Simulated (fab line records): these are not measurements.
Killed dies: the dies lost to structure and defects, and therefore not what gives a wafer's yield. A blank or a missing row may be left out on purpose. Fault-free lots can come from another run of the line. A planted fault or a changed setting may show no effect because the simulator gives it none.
Chamber matching    flow nand_harc    4 sister chambers for NHARC_P_STI_DESCUM_14 on rie_diel-03
The step chemistry O2, time 3 s. 14 wafers are shown with their chamber, then 7 later ones without.

== WAFERS, EACH WITH ITS CHAMBER ==
wafer   chamber  drypump_motor_current_A (A)  throttle_valve_pct (%)  rf_vpp_V (V)
L801.1  1        5.3                          11.295                  58.5
L801.4  3        5.6                          11.301                  57.9
L801.6  3        5.7                          11.308                  56.8
L803.4  2        5.8                          11.317                  55.9
L803.5  3        5.6                          11.316                  57.9
L803.6  0        6.4                          11.317                  57.9
L805.1  2        5.8                          11.329                  59.2
L805.4  1        5.3                          11.317                  57.3
L805.5  3        5.6                          11.320                  57.2
L806.1  2        5.7                          11.307                  56.4
L806.3  1        5.3                          11.309                  58.2
L806.4  3        5.7                          11.318                  58.4
L813.1  3        5.7                          11.304                  57.3
L813.5  3        5.6                          11.306                  57.9

SIGNATURES, as means of the wafers listed above
reading                  chamber 0  chamber 1  chamber 2  chamber 3  scatter within a chamber
drypump_motor_current_A  6.400      5.300      5.767      5.643      0.0488
throttle_valve_pct       11.31700   11.30700   11.31767   11.31043   0.00909
rf_vpp_V                 57.900     58.000     57.167     57.629     0.943
Rule: for each reading, subtract the chamber's mean from the wafer's reading, divide by that reading's scatter and square the result; add these up over the readings and take the root, which gives the wafer's distance from the chamber. The wafer belongs to the nearest chamber; if the next one is less than 2 further off, it can't be placed. The scatter: the root of (the sum of the squares of (reading less its chamber's mean) over the shown wafers, divided by (wafers less chambers)).

== WAFERS WITHOUT THEIR CHAMBER ==
wafer   drypump_motor_current_A (A)  throttle_valve_pct (%)  rf_vpp_V (V)
L813.6  5.7                          11.316                  56.1
L815.1  5.8                          11.306                  57.6
L815.2  5.7                          11.313                  55.9
L815.6  5.8                          11.316                  58.1
L821.3  5.3                          11.301                  57.1
L821.5  5.8                          11.309                  57.7
L821.6  5.6                          11.302                  58.1

== CHAMBER TAKEN BY EACH ==
wafer   from the rows above      in truth
L813.6  can't be placed: 2 or 3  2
L815.1  can't be placed: 2 or 3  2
L815.2  can't be placed: 2 or 3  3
L815.6  2                        2
L821.3  1                        1
L821.5  can't be placed: 2 or 3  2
L821.6  3                        3
Correctly placed: 3 of 7. From these rows, 4 cannot be placed; in 4 the true chamber is one of the candidates. Number placed wrongly: 0.
